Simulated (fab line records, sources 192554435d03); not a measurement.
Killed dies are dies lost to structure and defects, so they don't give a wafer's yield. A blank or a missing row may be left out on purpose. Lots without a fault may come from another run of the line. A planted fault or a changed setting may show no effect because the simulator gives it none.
fab line records | flow n5_finfet
record lots=5 wafers=15 last_day=17
route steps=1938 shown BEOL_M4@1103 BEOL_M5@1112 PASSIVATION@1936
lots that met no fault: from a run of the same line without faults
start_h: hours from the record's first day to the start of the lot's first wafer shown | wait_h: hours since the lot's step before | " the same as in the row above | L1.1+2: a row that stands for several wafers | - no value, or no start given | * or withheld: withheld | < > ~ a bound
route shown NAME@n: a module of which the file shows steps, and the number in the route of the first | usual: mean/standard deviation of fault-free wafers | same: alike in all rows | chamber/n: place in a boat | sites: the reading at each site | _std_site: their standard deviation | _edge_site: outer sites' mean less inner sites' | radius_mm: how far each site lies from the wafer's centre | mask NAME#n: copy n | behind: the tool/chamber that last shaped the wafer | hold: why the lot was held/for how many hours/how that ended | device: the transistor (n, p or np) that didn't switch | end of line: the same wafers' tests at the end of the route | a step without rows: its recipe alone | killed: dies lost to structure and defects at the first sort, not the wafer's yield | map: a wafer's dies, x killed, . not, _ none there
set.NAME: the setting as run; set.NAME@STEP: as run at that earlier step | model.NAME: the simulator's own value behind a step, which no gauge read
lots at some steps of the route; a table a step, a row a wafer
services: from which hour (start_h, from the record's first day; less than 0 if before it) a tool's chamber was out of use, for how many hours, and why
## steps
# step N5_BEOL_M4_CMP_52
# recipe stop_on=SiOC t_overpolish_s=6.8 down_force_psi=1 platen_rpm=50 clearing_platen_down_force_psi=1.5 clearing_platen_rpm=50 post_cmp_clean=cu_alkaline target_thk_nm=40 clearing_platen_pad_velocity_m_s=0.99484 pad_velocity_m_s=0.99484
# step N5_BEOL_M4_PRE_CLEAN_60
# recipe gas=NH3/H2 time_s=15 temp_c=* rf_power_w=300
# step N5_BEOL_M4_CO_CAP_55
# recipe material=Co target_thk_a=20 temp_c=200 precursor=CCTBA/H2 pressure_torr=30 time_s=102.1
# step N5_BEOL_M4_PRE_CLEAN_56
# recipe gas=NH3 time_s=15 temp_c=withheld rf_power_w=300
# step N5_BEOL_M4_DEP_57
# recipe material=SiCN target_thk_a=80 temp_c=withheld precursor=3MS/NH3 pressure_torr=3 rf_w=202 time_s=14
# step N5_BEOL_M5_ILD_DEP_00
# recipe material=SiCOH_lowk target_thk_a=1406.4 temp_c=300 precursor=DEMS/porogen pressure_torr=5 rf_w=500 time_s=25.9
# step N5_BEOL_M5_CURE_79
# recipe temp_c=385 time_s=240 ambient=He/Ar material=SiCOH_lowk
# step N5_BEOL_M5_PECVD_70
# recipe material=SiO2 target_thk_a=160 temp_c=400 precursor=TEOS/O2 pressure_torr=5.5 rf_w=450 teos_flow_sccm=53.8 gas=O2 flow_sccm=3000 time_s=18
# usual heater_power_w=745/65 showerhead_plenum_p_Torr=8.77/0.04 throttle_valve_pct=22.1/1.3
# columns lot.wafer tool chamber start_h wait_h heater_power_w showerhead_plenum_p_Torr since_wet_clean_h throttle_valve_pct
L242.1 pecvd-02 1 211.75 0.0 677 8.86 1822 23.7
L242.3 " 0 " " 752 8.84 1097 21.2
L242.4 " 0 " " 764 8.83 - 21.3
L244.1 pecvd-03 1 229.59 0.0 706 8.77 1658 23.9
L244.3 " 2 " " 745 8.79 179 19.9
L244.6 " 1 " " 692 8.76 - 23.7
L244.1 pecvd-03 1 229.89 0.3 690 8.78 - 23.8
L244.3 " 2 " " 746 8.79 - 19.7
L244.6 " 1 " " 719 8.76 - 23.7
L247.1 pecvd-02 1 247.62 0.0 686 8.83 1858 23.9
L247.5 " 1 " " 702 8.83 - 24.1
L247.6 " 2 " " 697 8.68 - 23.6
L247.1 pecvd-02 1 247.86 0.2 716 8.84 - 24.1
L247.5 " 1 " " 722 8.88 - 24.0
L247.6 " 2 " " 697 8.70 - 23.6
L248.2 pecvd-04 2 252.36 0.0 698 8.74 565 21.3
L248.4 " 0 " " 768 8.74 - 22.8
L248.6 " 1 " " 709 8.81 - 21.7
L248.2 pecvd-04 2 252.60 0.2 713 8.73 - 21.4
L248.4 " 0 " " 771 8.77 - 22.5
L248.6 " 1 " " 714 8.82 - 21.6
L257.2 pecvd-04 2 302.31 0.0 657 8.74 615 21.3
L257.3 " 0 " " 748 8.73 1369 22.7
L257.5 " 1 " " 746 8.82 - 21.6
# step N5_BEOL_M5_HM_DEP_02
# recipe material=TiN target_thk_a=200 temp_c=25 chamber_pressure_pa=0.49996
# step N5_BEOL_M5_COAT_59
# recipe resist=SOC temp_c=250 time_s=60 spin_rpm=1500 resist_thk_nm=60
# step N5_BEOL_M5_COAT_60
# recipe resist=SiARC temp_c=220 time_s=60 spin_rpm=1500 resist_thk_nm=12
# step N5_BEOL_M5_COAT_71
# recipe resist=underlayer temp_c=205 time_s=60 spin_rpm=1500 resist_thk_nm=5
# step N5_BEOL_M5_COAT_05
# recipe resist=CAR-EUV spin_rpm=1500 resist_thk_nm=30
# step N5_BEOL_M5_EBR_07
# recipe solvent=PGMEA ebr_width_mm=1.5
# step N5_BEOL_M5_SOFTBAKE_06
# recipe temp_c=110 time_s=60 resist=CAR-EUV
# step N5_BEOL_M5_EXPOSE_08
# recipe mask_id=M5 na=0.33 source_shape=annular sigma_inner=0.4 sigma_outer=0.8 polarization=unpolarized target_cd_nm=28 dose_mj=35.75
# step N5_BEOL_M5_PEB_09
# recipe peb_temp_c=100 peb_time_s=60 resist=CAR-EUV
# step N5_BEOL_M5_DEVELOP_10
# recipe develop_time_s=30 developer=TMAH resist=CAR-EUV rinse_liquid=surfactant_rinse dry=air_spin dev_temp_c=23
# step N5_BEOL_M5_DESCUM_16
# recipe chemistry=O2 time_s=7 source_power_w=50 bias_power_w=20 pressure_mtorr=20 rf_frequency_hz=2.712e+07 temp_c=40 resist=CAR-EUV o2_flow_sccm=225
# step N5_BEOL_M5_ETCH_72
# recipe chemistry=N2/H2 target=underlayer target_depth_a=65 mask_material=CAR-EUV time_s=5.2 ion_energy_ev=200 pressure_mtorr=30 source_w=840 bias_w=150 n2_flow_sccm=200 h2_flow_sccm=200 ends=cleared
# step N5_BEOL_M5_ETCH_61
# recipe chemistry=CF4 target=SiARC target_depth_a=156 mask_material=CAR-EUV time_s=26 ion_energy_ev=80 pressure_mtorr=40 source_w=545 bias_w=36 Ar_flow_sccm=100 cf4_flow_sccm=100 ends=cleared
# step N5_BEOL_M5_ETCH_62
# recipe chemistry=N2/H2 target=SOC target_depth_a=750 overetch_a=150 mask_material=SiARC temp_c=40 time_s=112.5 ion_energy_ev=200 pressure_mtorr=30 source_w=840 bias_w=150 n2_flow_sccm=200 h2_flow_sccm=200
# step N5_BEOL_M5_STRIP_63
# recipe chemistry=N2/H2 temp_c=40 n2_flow_sccm=200 h2_flow_sccm=200 rf_frequency_hz=6e+07
# step N5_BEOL_M5_STRIP_73
# recipe chemistry=N2/H2 temp_c=40 n2_flow_sccm=200 h2_flow_sccm=200 rf_frequency_hz=6e+07
# step N5_BEOL_M5_STRIP_64
# recipe chemistry=CF4 resist=SiARC power_w=300 bias_power_w=75 pressure_mtorr=50 cf4_flow_sccm=150 rf_frequency_hz=6e+07
# step N5_BEOL_M5_HM_OPEN_17
# recipe chemistry=Cl2/BCl3 target_depth_a=200 overetch_a=60 target=TiN mask_material=SOC ion_energy_ev=150 pressure_mtorr=10 icp_w=1000 bias_w=126 Cl2_flow_sccm=53.25 bcl3_flow_sccm=21.75 Ar_flow_sccm=25
# step N5_BEOL_M5_STRIP_19
# recipe chemistry=O2 power_w=400 temp_c=40 pressure_mtorr=30 rf_frequency_hz=6e+07 bias_power_w=0 overash_fraction=0.2 o2_flow_sccm=225
# step N5_BEOL_M5_COAT_65
# recipe resist=SOC temp_c=250 time_s=60 spin_rpm=1500 resist_thk_nm=60
# step N5_BEOL_M5_COAT_66
# recipe resist=SiARC temp_c=220 time_s=60 spin_rpm=1500 resist_thk_nm=12
# step N5_BEOL_M5_COAT_74
# recipe resist=underlayer temp_c=205 time_s=60 spin_rpm=1500 resist_thk_nm=5
# step N5_BEOL_M5_COAT_22
# recipe resist=CAR-EUV spin_rpm=1500 resist_thk_nm=30
# step N5_BEOL_M5_EBR_24
# recipe solvent=PGMEA ebr_width_mm=1.5
# step N5_BEOL_M5_SOFTBAKE_23
# recipe temp_c=110 time_s=60 resist=CAR-EUV
# step N5_BEOL_M5_HM_STRIP_39
# recipe chemistry=peroxide_tin_strip material=TiN target_depth_a=250 temp_c=50 time_s=158
# columns lot.wafer tool chamber start_h wait_h model.SiO2_of_BEOL_M5_PECVD_70.thk_nm
L242.1+3 wet_bench-02 3,2 216.13 0.0 15.6
L242.4 " 6 " " 16.2
L244.1 wet_bench-04 2 232.89 0.0 31.6
L244.3 " 7 " " 32
L244.6 " 6 " " 32.4
L247.1 wet_bench-02 7 253.70 0.0 31
L247.5 " 4 " " 31.6
L247.6 " 0 " " 32
L248.2 wet_bench-04 7 258.10 0.0 31.6
L248.4 " 4 " " 32.2
L248.6 " 3 " " 32
L257.2 wet_bench-04 2 308.26 0.0 15.6
L257.3 " 4 " " 15.8
L257.5 " 1 " " 16
# step N5_BEOL_M5_CMP_52
# recipe stop_on=SiCOH_lowk t_overpolish_s=6.9 down_force_psi=1 platen_rpm=50 clearing_platen_down_force_psi=1.5 clearing_platen_rpm=50 post_cmp_clean=cu_alkaline target_thk_nm=62 clearing_platen_pad_velocity_m_s=0.99484 pad_velocity_m_s=0.99484
# usual barrier_field_endpoint_s=24.8/0.66 motor_current_A=6.1/0.53 overpolish_run_s=6.901/0.0088 retaining_ring_pressure_frac=1.001/0.005 slurry_flow_ml_min=150.0/0.5 time_to_endpoint_s=61.7/2.9
# columns lot.wafer tool chamber start_h wait_h barrier_field_endpoint_s motor_current_A overpolish_run_s retaining_ring_pressure_frac slurry_flow_ml_min time_to_endpoint_s
L242.1 cmp-04 0 222.69 0.3 25.0 6.6 6.899 1.002 150.0 66.4
L242.4 " 1 " " 26.2 5.5 6.904 0.999 149.8 67.3
L242.3 " 3 " " 25.0 5.7 6.907 0.995 149.3 63.7
L244.1 cmp-04 3 239.27 0.3 41.5 5.4 0.041 1.006 149.7 60.8
L244.3 " 0 " " 41.5 7.0 0.042 1.004 151.0 62.9
L244.6 " 2 " " 41.5 6.7 0.041 0.996 150.0 59.4
L247.1 cmp-04 0 260.03 0.4 41.5 6.8 0.050 0.999 150.0 65.0
L247.5 " 1 " " 41.5 5.6 0.043 1.004 149.5 65.2
L247.6 " 2 " " 41.5 7.0 0.043 0.989 150.2 62.4
L248.2 cmp-03 1 264.27 0.2 41.5 6.3 0.043 0.995 149.4 61.2
L248.4 " 0 " " 41.5 5.6 0.042 1.005 149.8 62.6
L248.6 " 1 " " 41.5 6.5 0.045 0.990 150.1 63.4
L257.3 cmp-03 0 314.95 0.2 25.1 5.7 6.912 0.998 149.4 64.4
L257.2 " 1 " " 24.9 6.7 6.904 0.992 150.4 65.6
L257.5 " 1 " " 24.9 6.1 6.891 1.002 149.8 65.7
# step N5_PASSIVATION_PROBE_49
# usual defect_limited_yield=91.0/1.5 killed_at_M0_to_M3=35/11 killed_at_M4_up=13/6 killed_at_contacts=14/6.5 killed_at_front_end=40/12 killed_at_other=4/3.4 killed_dies=106/18 killed_on_rim=14/4.7 killed_open=68/14 killed_short=35/7.7 sort_bin_5_function=5.2/0.98 sort_bin_6_memory=3.4/0.72 sort_n_pass=1074/18 sort_yield_pct=91.0/1.5
# same gross_dies=1180 killed_at_back_side=0 sort_bin_4_leakage[%]=0 sort_bin_8_speed[%]=0
# columns lot.wafer tool chamber start_h wait_h defect_limited_yield[%] killed_at_M0_to_M3 killed_at_M4_up killed_at_contacts killed_at_front_end killed_at_other killed_dies killed_on_rim killed_open killed_short sort_bin_5_function[%] sort_bin_6_memory[%] sort_n_pass sort_yield_pct[%]
L242.1 prober-01 - 306.71 0.0 88.3 36 14 18 67 3 138 25 109 23 6.3 5.3 1042 88.3
L242.3 prober-01 - 306.81 0.1 89.7 62 11 17 31 0 121 21 79 35 6.0 3.9 1059 89.7
L242.4 prober-01 - 306.86 0.2 88.6 27 26 24 57 1 135 12 95 37 6.5 4.6 1045 88.6
L244.1 prober-01 - 335.55 0.0 91.9 30 4 7 50 5 96 8 55 38 4.9 2.6 1084 91.9
L244.3 prober-01 - 335.65 0.1 88.2 31 18 12 66 12 139 22 88 48 6.7 4.5 1041 88.2
L244.6 prober-01 - 335.80 0.3 87.2 28 15 24 74 10 151 21 107 43 7.2 5.2 1029 87.2
L257.2 prober-02 - 401.63 0.1 91.4 34 18 5 40 4 101 14 63 37 5.3 3.0 1079 91.4
L257.3 prober-02 - 401.68 0.1 90.9 42 13 5 40 7 107 11 53 44 4.7 3.4 1073 90.9
L257.5 prober-02 - 401.78 0.2 91.6 28 21 4 41 5 99 11 65 29 4.8 3.1 1081 91.6
# killed by level:class
L242.1 STI_FIN_REVEAL:geometric_particle:open=26 MOL_CONTACT_COAG:geometric_particle:open=14 FIN_SAQP:geometric_particle:open=10 BEOL_M1:geometric_particle:open=9 BEOL_M0_SAQP:geometric_particle:open=9 BEOL_M2:geometric_particle:open=9 STARTING-WAFER:geometric_particle:open=8 ILD0:geometric_particle:open=6
L242.3 BEOL_M0_SAQP:geometric_particle:short=16 MOL_CONTACT_COAG:geometric_particle:open=15 BEOL_M0_SAQP:geometric_particle:open=14 BEOL_M1:geometric_particle:open=11 BEOL_M2:geometric_particle:open=10 STARTING-WAFER:geometric_particle:open=5 FIN_SAQP:geometric_particle:open=4 FIN_SAQP:geometric_particle:short=4
L242.4 MOL_CONTACT_COAG:geometric_particle:open=20 STI_FIN_REVEAL:geometric_particle:open=18 BEOL_M4:geometric_particle:open=15 FIN_SAQP:geometric_particle:short=11 BEOL_M3:geometric_particle:open=7 FIN_SAQP:geometric_particle:open=6 BEOL_M0_SAQP:geometric_particle:short=5 BEOL_M5:geometric_particle:open=5
L244.1 BEOL_M1:geometric_particle:open=10 STI_FIN_REVEAL:geometric_particle:open=8 FIN_SAQP:geometric_particle:short=6 BEOL_M0_SAQP:geometric_particle:short=6 MOL_CONTACT_COAG:geometric_particle:open=5 FIN_SAQP:geometric_particle:open=4 BEOL_M0_SAQP:geometric_particle:open=4 BEOL_M1:geometric_particle:short=4
L244.3 FIN_SAQP:geometric_particle:open=16 STI_FIN_REVEAL:geometric_particle:open=14 MOL_CONTACT_COAG:geometric_particle:open=11 FIN_SAQP:geometric_particle:short=9 BEOL_M0_SAQP:geometric_particle:open=8 BEOL_M4:geometric_particle:open=8 BEOL_M0_SAQP:geometric_particle:short=6 MIM_TOP_ETCH:geometric_particle:short=5
L244.6 FIN_SAQP:geometric_particle:open=20 MOL_CONTACT_COAG:geometric_particle:open=19 FIN_SAQP:geometric_particle:short=18 STI_FIN_REVEAL:geometric_particle:open=11 GATE_CUT:geometric_particle:open=8 BEOL_M1:geometric_particle:open=7 BEOL_M0_SAQP:geometric_particle:short=6 DUMMY_GATE:geometric_particle:open=5
L257.2 BEOL_M2:geometric_particle:open=13 STI_FIN_REVEAL:geometric_particle:open=11 GATE_CUT:geometric_particle:short=10 BEOL_M0_SAQP:geometric_particle:short=7 FIN_SAQP:geometric_particle:short=5 BEOL_M3:geometric_particle:open=5 FIN_SAQP:geometric_particle:open=4 BEOL_M1:geometric_particle:open=4
L257.3 BEOL_M2:geometric_particle:open=10 BEOL_M0_SAQP:geometric_particle:short=9 BEOL_M3:geometric_particle:open=9 STI_FIN_REVEAL:geometric_particle:open=8 STARTING-WAFER:geometric_particle:short=7 FIN_SAQP:geometric_particle:short=6 HKMG_FIN:area_etch=5 STI_FIN_REVEAL:geometric_particle:short=4
L257.5 STI_FIN_REVEAL:geometric_particle:open=20 BEOL_M3:geometric_particle:open=10 BEOL_M4:geometric_particle:open=8 BEOL_M0_SAQP:geometric_particle:open=6 BEOL_M3:geometric_particle:short=5 FIN_SAQP:geometric_particle:open=4 BEOL_M0_SAQP:geometric_particle:short=4 FIN_SAQP:geometric_particle:short=3
## services
# columns tool chamber start_h hours kind
pecvd-03 1 218.34 4.4 repair
pecvd-04 0 223.66 2.1 scheduled_down
cmp-04 - 233.64 1.8 repair
pecvd-04 1 235.87 5.5 scheduled_down
pecvd-04 2 237.47 1.8 repair
pecvd-03 1 249.05 5.5 scheduled_down
cmp-04 - 258.03 0.8 repair
pecvd-02 - 265.18 2.9 repair
pecvd-02 - 268.09 2.8 pm
pecvd-03 - 273.89 2.8 pm
cmp-03 - 276.92 1.5 repair
pecvd-02 2 301.28 5.5 scheduled_down
pecvd-02 0 309.92 5.5 scheduled_down
## key
first_sign step=N5_BEOL_M5_PECVD_70 reading=visit direction=added
effect step=N5_BEOL_M5_CMP_52 reading=overpolish_run_s direction=down sigmas=99+ usual=6.901 struck=0.043
model_effect step=N5_BEOL_M5_HM_STRIP_39 value=SiO2_of_BEOL_M5_PECVD_70.thk_nm without=15.87 struck=31.82
met_at N5_BEOL_M5_PECVD_70
struck_wafers L244.1,L244.3,L244.6,L247.1,L247.5,L247.6,L248.2,L248.4,L248.6
fault kind=repeated_step_whole tool=pecvd-02,pecvd-03,pecvd-04 chamber=- onset_h=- steps=N5_BEOL_M5_PECVD_70 times=1 scope=struck_lots_only
